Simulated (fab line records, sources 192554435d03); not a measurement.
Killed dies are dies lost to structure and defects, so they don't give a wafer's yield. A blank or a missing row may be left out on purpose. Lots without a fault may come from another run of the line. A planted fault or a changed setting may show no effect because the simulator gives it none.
Which tool did it? | flow n5_finfet | 10 lots, 28 wafers sampled, at 3 steps of a route of 1938

WHAT THE GAUGES READ, wafer by wafer
N5_FIN_SAQP_THK_MEAS_05.
lot  | measured    | on            | thk_nm (nm)
L757 | day 2 09:44 | film_metro-01 | 37.7 37.7 38.5
L760 | day 2 22:27 | film_metro-02 | 38.5 38.4 39.1
L764 | day 3 20:49 | film_metro-01 | 37.3 38.3 38.4
L765 | day 4 03:04 | film_metro-01 | 37.6 38.5
L766 | day 4 10:57 | film_metro-02 | 38.0 37.4 38.3
L767 | day 4 18:53 | film_metro-01 | 45.9 45.7 47.0
L770 | day 5 11:01 | film_metro-01 | 45.5 45.7 46.4
L777 | day 7 05:13 | film_metro-02 | 37.6 37.4 38.3
L778 | day 7 10:46 | film_metro-02 | 38.0 38.7
L779 | day 7 16:05 | film_metro-01 | 38.2 37.8 39.1

WHICH TOOL RAN EACH LOT (tool, then ch and the chambers of the sampled wafers, then the start)
lot  | N5_PMOS_HMC_CHANNEL_EPI_HM_OPEN_15 | N5_FIN_SAQP_HM_DEP_03
L757 | rie_diel-02 ch 0,2, day 2 05:47    | pecvd-01 ch 0,2, day 2 09:39
L760 | rie_diel-05 ch 1,2,3, day 2 19:05  | pecvd-04 ch 0,2, day 2 22:22
L764 | rie_diel-02 ch 1,2, day 3 17:30    | pecvd-03 ch 0,2, day 3 20:44
L765 | rie_diel-02 ch 0,1, day 3 23:45    | pecvd-01 ch 1,2, day 4 02:58
L766 | rie_diel-04 ch 0,1,2, day 4 06:51  | pecvd-03 ch 0,1,2, day 4 10:52
L767 | rie_diel-04 ch 0,1, day 4 12:51    | pecvd-03 ch 0,1,2, day 4 18:48
L770 | rie_diel-04 ch 1,2,3, day 5 07:23  | pecvd-03 ch 0,1,2, day 5 10:56
L777 | rie_diel-05 ch 1,2,3, day 7 00:48  | pecvd-01 ch 1,2, day 7 05:08
L778 | rie_diel-05 ch 2,3, day 7 06:29    | pecvd-01 ch 0,1, day 7 10:41
L779 | rie_diel-05 ch 1,3, day 7 11:28    | pecvd-04 ch 1,2, day 7 16:00
- N5_PMOS_HMC_CHANNEL_EPI_HM_OPEN_15: chemistry CHF3/O2, target SiO2, target depth 40.6 nm, time 20.3 s.
- N5_FIN_SAQP_HM_DEP_03: deposits SiNx from SiH4/NH3/N2, target thk 38 nm, time 33.6 s.

THE ANSWER, worked out from the rows above alone
Rule: what is usual is taken from the lots themselves. Put in order of their means at a reading, lots are off if they are a third of the lots or fewer, leave a main group of 4 or more, and stand apart from it by a gap of 3 or more times the standard deviation of the main group's means; of several such gaps the widest counts. A main group whose means are all the same, to the digits that the tables above print for the reading, isn't used. A lot without any number at a reading at which 4 lots or more have one is off too. The other lots that the step has rows for count as sound.
Off: L767, L770, at N5_FIN_SAQP_THK_MEAS_05 (thk_nm). The main group: mean 38.1 nm, standard deviation 0.28.
A tool fits if, at a process step before that reading, it ran every lot that is off, and no sound lot after the first of them. The gauges at N5_FIN_SAQP_THK_MEAS_05 are tried like those tools. Can't be told from this: 2 tools fit, rie_diel-04 at N5_PMOS_HMC_CHANNEL_EPI_HM_OPEN_15, pecvd-03 at N5_FIN_SAQP_HM_DEP_03.

WHAT THE SIMULATOR HAD PUT IN
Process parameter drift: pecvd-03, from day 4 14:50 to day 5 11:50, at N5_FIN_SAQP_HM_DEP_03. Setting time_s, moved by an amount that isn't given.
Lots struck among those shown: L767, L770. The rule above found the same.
